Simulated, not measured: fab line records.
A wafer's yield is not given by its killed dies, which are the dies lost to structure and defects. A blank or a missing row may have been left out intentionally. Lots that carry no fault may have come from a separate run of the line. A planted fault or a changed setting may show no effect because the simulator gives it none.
fab line records -- flow n5Finfet
record lots=7, wafers=39
route steps=1938 shown FIN_CUT@176 DUMMY_GATE@243 SD_EPI_P@300 GATE_CUT@469
startH: the number of hours between the record's first day and the start of the first shown wafer of the lot -- waitH: how many hours have passed since the lot's step before this one -- " repeats the value in the row above -- L1.1+2: a row that stands for several wafers -- - either no value or no given start -- * or withheld: withheld -- < > ~ a bound
route shown NAME@n: a module of which the file shows steps, and the number in the route of the first -- usual: mean and standard deviation over wafers with no fault -- same: alike in all rows -- chamber/n: place in a boat -- sites: per-site readings -- _std_site: the standard deviation of these -- _edge_site: mean of outer sites minus mean of inner sites -- radiusMm: how far each site lies from the wafer's centre -- mask NAME#n: copy n -- behind: the last tool/chamber to shape the wafer -- hold: why the lot went on hold/how many hours it stayed there/how the hold came to an end -- device: which transistor (n, p or np) failed to switch -- end of line: the tests these same wafers got at the end of their route -- step lacking rows: just its recipe -- killed: at the first sort, the dies lost to defects and structure; wafer yield is something else -- map: the dies of a wafer, with x for killed, . for not killed, _ for no die there
set.NAME: the run value of the setting; set.NAME@STEP: its run value at that earlier step -- model.NAME: the simulator's own value behind a step, which no gauge read
one table per step and one row per wafer, for lots whose settings were changed on purpose
## steps
# step N5_FIN_CUT_CUT_ETCH_15
# recipe chemistry=HBr/Cl2/O2, target=Si, targetDepthA=1000, btTimeS=10, maskMaterial=SOC, timeS=42.4, ionEnergyEv=*, biasW=*, pressureMtorr=10, icpW=800, HBr_flow_sccm=150, Cl2_flow_sccm=80, O2_flow_sccm=12
lot.wafer,tool,chamber,startH,waitH,set.targetDepthA,model.etch.depthNm,model.FIN_CUT.featureDepthNm,model.SOC_of_FIN_CUT_COAT_18.thkNm
L075.1,rieSi-05,1,34.00,0.1,1000,98.74,98.8,168.4
L075.2,rieSi-05,3,34.00,0.1,1111,110,110,166.2
L075.3,rieSi-05,0,34.00,0.1,1000,101.2,101.2,169
L075.4,rieSi-05,2,34.00,0.1,1111,108.8,108.8,165.6
L075.5,rieSi-05,1,34.00,0.1,1111,109.4,109.4,165.6
L075.6,rieSi-05,2,34.00,0.1,1000,99.37,99.4,169.4
L080.1,rieSi-06,1,64.91,0.1,1000,98.2,98.2,172
L080.2,rieSi-06,3,64.91,0.1,1000,100.2,100.2,170.8
L080.3,rieSi-06,2,64.91,0.1,1000,99.98,100,172
L080.4,rieSi-06,0,64.91,0.1,1000,97.58,97.6,170.6
L080.5,rieSi-06,0,64.91,0.1,1000,96.99,97,170.6
L080.6,rieSi-06,3,64.91,0.1,1000,100.2,100.2,171.2
L083.1,rieSi-05,3,81.10,0.1,1107,108.2,108.2,167.2
L083.2,rieSi-05,1,81.10,0.1,1000,97.54,97.6,171.8
L083.3,rieSi-05,2,81.10,0.1,1107,110.6,110.6,165.6
L083.4,rieSi-05,0,81.10,0.1,1000,101.7,101.6,169.8
L083.5,rieSi-05,0,81.10,0.1,1000,101.9,101.8,169.8
L083.6,rieSi-05,3,81.10,0.1,1107,109,109,166.8
L084.1,rieSi-01,3,90.77,0.1,925.2,93.49,93.4,172.2
L084.2,rieSi-01,1,90.77,0.1,1000,101.6,101.6,169
L084.3,rieSi-01,2,90.77,0.1,925.2,91.14,91.2,173.8
L084.4,rieSi-01,0,90.77,0.1,925.2,95.98,96,172.2
L084.5,rieSi-01,2,90.77,0.1,1000,98.5,98.6,170.4
L084.6,rieSi-01,3,90.77,0.1,1000,101.8,101.8,169.2
L086.1,rieSi-05,3,103.25,0.1,1000,98.09,98,169.4
L086.3,rieSi-05,0,103.25,0.1,1000,104.3,104.2,167.4
L086.4,rieSi-05,2,103.25,0.1,1000,100.7,100.8,168
L087.1,rieSi-01,1,110.83,0.1,1000,102.4,102.4,170.2
L087.2,rieSi-01,0,110.83,0.1,919.6,95.61,95.6,172.6
L087.3,rieSi-01,2,110.83,0.1,919.6,90.11,90.2,174.2
L087.4,rieSi-01,3,110.83,0.1,1000,101.7,101.6,171.2
L087.5,rieSi-01,0,110.83,0.1,1000,104.3,104.2,168
L087.6,rieSi-01,1,110.83,0.1,919.6,93.74,93.8,173.6
L090.1,rieSi-05,2,124.60,0.1,1000,100.1,100,171
L090.2,rieSi-05,0,124.60,0.1,1000,104,104,170.2
L090.3,rieSi-05,1,124.60,0.1,1000,101.2,101.2,170
L090.4,rieSi-05,3,124.60,0.1,1000,99.84,99.8,170.2
L090.5,rieSi-05,3,124.60,0.1,1000,99.61,99.6,170.6
L090.6,rieSi-05,0,124.60,0.1,1000,103.8,103.8,169.2
# step N5_DUMMY_GATE_ETCH_31
# recipe chemistry=C4F6/O2, target=SiO2, maskMaterial=SOC, targetDepthA=825, timeS=27.5, ionEnergyEv=250, pressureMtorr=30, sourceW=345, biasW=185, Ar_flow_sccm=300, C4F6_flow_sccm=10, O2_flow_sccm=10
lot.wafer,tool,chamber,startH,waitH,set.targetDepthA,model.etch.depthNm
L075.1,rieDiel-04,1,53.61,0.0,825,85.88
L075.2,rieDiel-04,0,53.61,0.0,746.5,74.65
L075.3,rieDiel-04,2,53.61,0.0,746.5,75.72
L075.4,rieDiel-04,1,53.61,0.0,825,85.37
L075.5,rieDiel-04,2,53.61,0.0,825,83.98
L075.6,rieDiel-04,0,53.61,0.0,746.5,74.43
L080.1,rieDiel-01,3,83.63,0.1,825,78.19
L080.2,rieDiel-01,2,83.63,0.1,825,83.57
L080.3,rieDiel-01,1,83.63,0.1,825,81.86
L080.4,rieDiel-01,0,83.63,0.1,825,81.38
L080.5,rieDiel-01,2,83.63,0.1,825,82.51
L080.6,rieDiel-01,1,83.63,0.1,825,81.56
L083.1,rieDiel-05,0,101.94,0.0,825,84.57
L083.2,rieDiel-05,1,101.94,0.0,740,74.3
L083.3,rieDiel-05,3,101.94,0.0,740,73.27
L083.4,rieDiel-05,1,101.94,0.0,825,82.85
L083.5,rieDiel-05,3,101.94,0.0,825,81.53
L083.6,rieDiel-05,0,101.94,0.0,740,75.84
L084.1,rieDiel-05,3,111.48,0.0,825,82.47
L084.2,rieDiel-05,0,111.48,0.0,825,84.97
L084.3,rieDiel-05,1,111.48,0.0,825,83.03
L084.4,rieDiel-05,3,111.48,0.0,825,82.11
L084.5,rieDiel-05,1,111.48,0.0,825,83.02
L084.6,rieDiel-05,0,111.48,0.0,825,84.27
L086.1,rieDiel-05,2,121.86,0.2,825,82.5
L086.3,rieDiel-05,3,121.86,0.2,825,81.66
L086.4,rieDiel-05,0,121.86,0.2,825,85.13
L087.1,rieDiel-05,2,129.41,0.0,728.5,72.64
L087.2,rieDiel-05,0,129.41,0.0,825,84.83
L087.3,rieDiel-05,3,129.41,0.0,728.5,72.32
L087.4,rieDiel-05,1,129.41,0.0,728.5,72.47
L087.5,rieDiel-05,3,129.41,0.0,825,81.68
L087.6,rieDiel-05,2,129.41,0.0,825,82.74
L090.1,rieDiel-04,1,143.26,0.0,825,84.42
L090.2,rieDiel-04,0,143.26,0.0,825,81.26
L090.3,rieDiel-04,3,143.26,0.0,825,84.82
L090.4,rieDiel-04,0,143.26,0.0,825,82.35
L090.5,rieDiel-04,1,143.26,0.0,825,84.25
L090.6,rieDiel-04,3,143.26,0.0,825,85.56
# step N5_SD_EPI_P_EXPOSE_06
# recipe maskId=SD_P_BLK, na=1.35, sourceShape=conventional, sigmaOuter=0.8, polarization=unpolarized, targetCdNm=240, doseMj=39.5
lot.wafer,tool,chamber,startH,waitH,mask,set.doseMj
L075.1+4+6,arfiScanner-01,0,60.66,-,SD_P_BLK#0,37.48
L075.2+3+5,arfiScanner-01,0,60.66,-,SD_P_BLK#0,39.5
L080.1+3+5,arfiScanner-01,0,90.06,-,SD_P_BLK#0,39.5
L080.2+4+6,arfiScanner-01,0,90.06,-,SD_P_BLK#0,38.62
L083.1+2+4,arfiScanner-02,0,108.09,-,SD_P_BLK#0,41.94
L083.3+5+6,arfiScanner-02,0,108.09,-,SD_P_BLK#0,39.5
L084.1+3+5,arfiScanner-03,0,117.96,-,SD_P_BLK#0,39.5
L084.2+4+6,arfiScanner-03,0,117.96,-,SD_P_BLK#0,38.19
L086.1+3+4,arfiScanner-01,0,128.63,-,SD_P_BLK#0,39.5
L087.1+2+3+4+5+6,arfiScanner-03,0,135.80,-,SD_P_BLK#0,39.5
L090.1+2+6,arfiScanner-01,0,149.19,-,SD_P_BLK#0,39.5
L090.3+4+5,arfiScanner-01,0,149.19,-,SD_P_BLK#0,37.2
# step N5_SD_EPI_P_PEB_07
# recipe pebTempC=110, pebTimeS=60, resist=CAR-ArF-block
# step N5_SD_EPI_P_DEVELOP_08
# recipe developTimeS=30, developer=TMAH, resist=CAR-ArF-block, devTempC=23, rinseLiquid=diw, dry=airSpin
# step N5_SD_EPI_P_CD_MEAS_09
# recipe targetCdNm=240, landingEnergyEv=500, detector=seInlens
# usual cdNm=240.2/0.68
lot.wafer,tool,chamber,startH,waitH,set.doseMj@SD_EPI_P_EXPOSE_06,cdNm
L075.1,cdSem-03,0,60.79,-,37.48,236.5
L075.2,cdSem-03,0,60.79,-,39.5,239.1
L075.3,cdSem-03,0,60.79,-,39.5,238.8
L075.4,cdSem-03,0,60.79,-,37.48,236.2
L075.5,cdSem-03,0,60.79,-,39.5,240.5
L075.6,cdSem-03,0,60.79,-,37.48,236.1
L080.1,cdSem-02,0,90.18,-,39.5,239.5
L080.2,cdSem-02,0,90.18,-,38.62,239.0
L080.3,cdSem-02,0,90.18,-,39.5,240.0
L080.4,cdSem-02,0,90.18,-,38.62,239.2
L080.5,cdSem-02,0,90.18,-,39.5,239.8
L080.6,cdSem-02,0,90.18,-,38.62,238.7
L083.1,cdSem-02,0,108.22,-,41.94,245.1
L083.2,cdSem-02,0,108.22,-,41.94,243.9
L083.3,cdSem-02,0,108.22,-,39.5,241.1
L083.4,cdSem-02,0,108.22,-,41.94,243.8
L083.5,cdSem-02,0,108.22,-,39.5,240.3
L083.6,cdSem-02,0,108.22,-,39.5,240.7
L084.1,cdSem-01,0,118.08,-,39.5,239.8
L084.2,cdSem-01,0,118.08,-,38.19,238.7
L084.3,cdSem-01,0,118.08,-,39.5,240.0
L084.4,cdSem-01,0,118.08,-,38.19,238.3
L084.5,cdSem-01,0,118.08,-,39.5,239.7
L084.6,cdSem-01,0,118.08,-,38.19,238.6
L086.1,cdSem-02,0,128.76,-,39.5,240.5
L086.3,cdSem-02,0,128.76,-,39.5,241.4
L086.4,cdSem-02,0,128.76,-,39.5,241.6
L087.1,cdSem-03,0,135.92,-,39.5,240.1
L087.2,cdSem-03,0,135.92,-,39.5,240.0
L087.3,cdSem-03,0,135.92,-,39.5,238.9
L087.4,cdSem-03,0,135.92,-,39.5,239.8
L087.5,cdSem-03,0,135.92,-,39.5,239.7
L087.6,cdSem-03,0,135.92,-,39.5,240.3
L090.1,cdSem-03,0,149.32,-,39.5,239.7
L090.2,cdSem-03,0,149.32,-,39.5,239.9
L090.3,cdSem-03,0,149.32,-,37.2,236.3
L090.4,cdSem-03,0,149.32,-,37.2,236.3
L090.5,cdSem-03,0,149.32,-,37.2,236.6
L090.6,cdSem-03,0,149.32,-,39.5,240.9
# step N5_SD_EPI_P_DESCUM_14
# recipe chemistry=O2, timeS=7.9, sourcePowerW=50, biasPowerW=20, pressureMtorr=20, rfFrequencyHz=2.712e+07, tempC=40, resist=CAR-ArF-block, o2FlowSccm=225
lot.wafer,tool,chamber,startH,waitH,set.doseMj@SD_EPI_P_EXPOSE_06,model.SD_EPI_P.cdNm
L075.1,rieDiel-04,0,61.00,0.2,37.48,236.2
L075.2,rieDiel-04,1,61.00,0.2,39.5,239.2
L075.3,rieDiel-04,3,61.00,0.2,39.5,238.8
L075.4,rieDiel-04,2,61.00,0.2,37.48,235.6
L075.5,rieDiel-04,0,61.00,0.2,39.5,240.2
L075.6,rieDiel-04,3,61.00,0.2,37.48,236.4
L080.1,rieDiel-01,1,90.27,0.0,39.5,239.6
L080.2,rieDiel-01,0,90.27,0.0,38.62,238.6
L080.3+5,rieDiel-01,"2,0",90.27,0.0,39.5,239.8
L080.4,rieDiel-01,3,90.27,0.0,38.62,239.2
L080.6,rieDiel-01,3,90.27,0.0,38.62,238.2
L083.1,rieDiel-05,3,108.55,0.3,41.94,245
L083.2+4,rieDiel-05,"1,3",108.55,0.3,41.94,243.6
L083.3,rieDiel-05,0,108.55,0.3,39.5,241
L083.5+6,rieDiel-05,"0,1",108.55,0.3,39.5,240.6
L084.1+3,rieDiel-05,"1,3",118.19,0.0,39.5,240
L084.2+4+6,rieDiel-05,"0,2,2",118.19,0.0,38.19,238.6
L084.5,rieDiel-05,3,118.19,0.0,39.5,239.6
L086.1,rieDiel-04,1,128.85,0.0,39.5,240.8
L086.3,rieDiel-04,0,128.85,0.0,39.5,241.2
L086.4,rieDiel-04,2,128.85,0.0,39.5,241.6
L087.1+6,rieDiel-05,2,136.12,0.1,39.5,240.2
L087.2+5,rieDiel-05,"0,1",136.12,0.1,39.5,240
L087.3,rieDiel-05,1,136.12,0.1,39.5,239
L087.4,rieDiel-05,3,136.12,0.1,39.5,239.8
L090.1+2,rieDiel-05,"0,1",149.60,0.2,39.5,239.6
L090.3,rieDiel-05,2,149.60,0.2,37.2,236.6
L090.4,rieDiel-05,3,149.60,0.2,37.2,236.8
L090.5,rieDiel-05,1,149.60,0.2,37.2,236.4
L090.6,rieDiel-05,2,149.60,0.2,39.5,241.2
# step N5_SD_EPI_P_ETCH_36
# recipe chemistry=CF4, target=SiARC, targetDepthA=455, maskMaterial=CAR-ArF-block, timeS=75.8, ionEnergyEv=80, pressureMtorr=40, sourceW=545, biasW=36, Ar_flow_sccm=100, cf4FlowSccm=100, ends=cleared
lot.wafer,tool,chamber,startH,waitH,set.doseMj@SD_EPI_P_EXPOSE_06,model.SD_EPI_P.cdNm
L075.1,rieDiel-04,0,61.03,0.0,37.48,236.2
L075.2,rieDiel-04,1,61.03,0.0,39.5,239.4
L075.3,rieDiel-04,3,61.03,0.0,39.5,239
L075.4,rieDiel-04,2,61.03,0.0,37.48,235.6
L075.5,rieDiel-04,0,61.03,0.0,39.5,240
L075.6,rieDiel-04,3,61.03,0.0,37.48,236.4
L080.1,rieDiel-01,1,90.31,0.0,39.5,239.6
L080.2,rieDiel-01,0,90.31,0.0,38.62,238.8
L080.3,rieDiel-01,2,90.31,0.0,39.5,240
L080.4,rieDiel-01,3,90.31,0.0,38.62,239.6
L080.5,rieDiel-01,0,90.31,0.0,39.5,239.8
L080.6,rieDiel-01,3,90.31,0.0,38.62,238.4
L083.1,rieDiel-05,3,108.59,0.0,41.94,245.2
L083.2,rieDiel-05,1,108.59,0.0,41.94,243.4
L083.3,rieDiel-05,0,108.59,0.0,39.5,241.4
L083.4,rieDiel-05,3,108.59,0.0,41.94,243.8
L083.5,rieDiel-05,0,108.59,0.0,39.5,240.8
L083.6,rieDiel-05,1,108.59,0.0,39.5,240.6
L084.1,rieDiel-05,1,118.22,0.0,39.5,239.8
L084.2,rieDiel-05,0,118.22,0.0,38.19,238.8
L084.3,rieDiel-05,3,118.22,0.0,39.5,240
L084.4,rieDiel-05,2,118.22,0.0,38.19,238.4
L084.5,rieDiel-05,3,118.22,0.0,39.5,239.4
L084.6,rieDiel-05,2,118.22,0.0,38.19,238.6
L086.1,rieDiel-04,1,128.88,0.0,39.5,241
L086.3,rieDiel-04,0,128.88,0.0,39.5,241.2
L086.4,rieDiel-04,2,128.88,0.0,39.5,241.4
L087.1+6,rieDiel-05,2,136.15,0.0,39.5,240.2
L087.2,rieDiel-05,0,136.15,0.0,39.5,240.4
L087.3,rieDiel-05,1,136.15,0.0,39.5,239
L087.4,rieDiel-05,3,136.15,0.0,39.5,239.8
L087.5,rieDiel-05,1,136.15,0.0,39.5,240
L090.1+2,rieDiel-05,"0,1",149.64,0.0,39.5,239.8
L090.3,rieDiel-05,2,149.64,0.0,37.2,236.8
L090.4,rieDiel-05,3,149.64,0.0,37.2,237
L090.5,rieDiel-05,1,149.64,0.0,37.2,236.4
L090.6,rieDiel-05,2,149.64,0.0,39.5,241.4
# step N5_GATE_CUT_ETCH_58
# recipe chemistry=CH3F/O2, target=SiNx, targetDepthA=170, timeS=128.6, ionEnergyEv=50, pressureMtorr=30, sourceW=415, biasW=21, Ar_flow_sccm=150, CH3F_flow_sccm=30, O2_flow_sccm=20
# usual rfVppV=99.3/0.84
lot.wafer,tool,chamber,startH,waitH,set.biasW,rfVppV
L075.1,rieDiel-04,3,90.50,0.1,21,97.8
L075.2,rieDiel-04,1,90.50,0.1,21,99.9
L075.3,rieDiel-04,2,90.50,0.1,24.18,109.3
L075.4,rieDiel-04,0,90.50,0.1,24.18,108.3
L075.5,rieDiel-04,1,90.50,0.1,24.18,109.4
L075.6,rieDiel-04,2,90.50,0.1,21,98.8
L080.1,rieDiel-04,0,115.40,0.0,21,99.0
L080.2,rieDiel-04,2,115.40,0.0,21,98.9
L080.3,rieDiel-04,3,115.40,0.0,21,98.6
L080.4,rieDiel-04,1,115.40,0.0,21,100.8
L080.5,rieDiel-04,0,115.40,0.0,21,97.8
L080.6,rieDiel-04,1,115.40,0.0,21,99.3
L083.1,rieDiel-01,0,135.24,0.0,21,97.5
L083.2,rieDiel-01,3,135.24,0.0,21,99.2
L083.3,rieDiel-01,2,135.24,0.0,22.7,102.3
L083.4,rieDiel-01,1,135.24,0.0,22.7,104.6
L083.5,rieDiel-01,2,135.24,0.0,21,99.3
L083.6,rieDiel-01,3,135.24,0.0,22.7,104.0
L084.1,rieDiel-01,0,144.77,0.0,21,98.7
L084.2,rieDiel-01,1,144.77,0.0,21,99.3
L084.3,rieDiel-01,3,144.77,0.0,21,99.5
L084.4,rieDiel-01,2,144.77,0.0,21,97.9
L084.5,rieDiel-01,0,144.77,0.0,21,99.1
L084.6,rieDiel-01,1,144.77,0.0,21,98.8
L086.1,rieDiel-01,1,155.54,0.0,21,99.4
L086.3,rieDiel-01,0,155.54,0.0,21,97.6
L086.4,rieDiel-01,0,155.54,0.0,21,98.2
L087.1,rieDiel-05,2,162.23,0.2,21,98.9
L087.2,rieDiel-05,0,162.23,0.2,21,100.1
L087.3,rieDiel-05,1,162.23,0.2,18.9,93.1
L087.4,rieDiel-05,0,162.23,0.2,18.9,91.8
L087.5,rieDiel-05,2,162.23,0.2,18.9,94.2
L087.6,rieDiel-05,1,162.23,0.2,21,99.3
L090.1,rieDiel-05,3,174.38,0.0,21,100.7
L090.2,rieDiel-05,1,174.38,0.0,24.31,110.1
L090.3,rieDiel-05,0,174.38,0.0,21,98.3
L090.4,rieDiel-05,2,174.38,0.0,24.31,108.6
L090.5,rieDiel-05,0,174.38,0.0,21,99.6
L090.6,rieDiel-05,1,174.38,0.0,24.31,109.0
## key
split step=N5_FIN_CUT_CUT_ETCH_15, setting=targetDepthA, stated=1000, by=wafer
response step=N5_FIN_CUT_CUT_ETCH_15, reading=model.etch.depthNm, change=+0.929, per=1%, r=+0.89
response step=N5_FIN_CUT_CUT_ETCH_15, reading=model.FIN_CUT.featureDepthNm, change=+0.927, per=1%, r=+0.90
response step=N5_FIN_CUT_CUT_ETCH_15, reading=model.SOC_of_FIN_CUT_COAT_18.thkNm, change=-0.364, per=1%, r=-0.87
split step=N5_DUMMY_GATE_ETCH_31, setting=targetDepthA, stated=825, by=wafer
response step=N5_DUMMY_GATE_ETCH_31, reading=model.etch.depthNm, change=+0.924, per=1%, r=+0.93
split step=N5_SD_EPI_P_EXPOSE_06, setting=doseMj, stated=39.5, by=wafer
response step=N5_SD_EPI_P_CD_MEAS_09, reading=cdNm, change=+0.583, per=1%, r=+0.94
response step=N5_SD_EPI_P_DESCUM_14, reading=model.SD_EPI_P.cdNm, change=+0.567, per=1%, r=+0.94
response step=N5_SD_EPI_P_ETCH_36, reading=model.SD_EPI_P.cdNm, change=+0.559, per=1%, r=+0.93
split step=N5_GATE_CUT_ETCH_58, setting=biasW, stated=21, by=wafer
response step=N5_GATE_CUT_ETCH_58, reading=rfVppV, change=+0.638, per=1%, r=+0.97
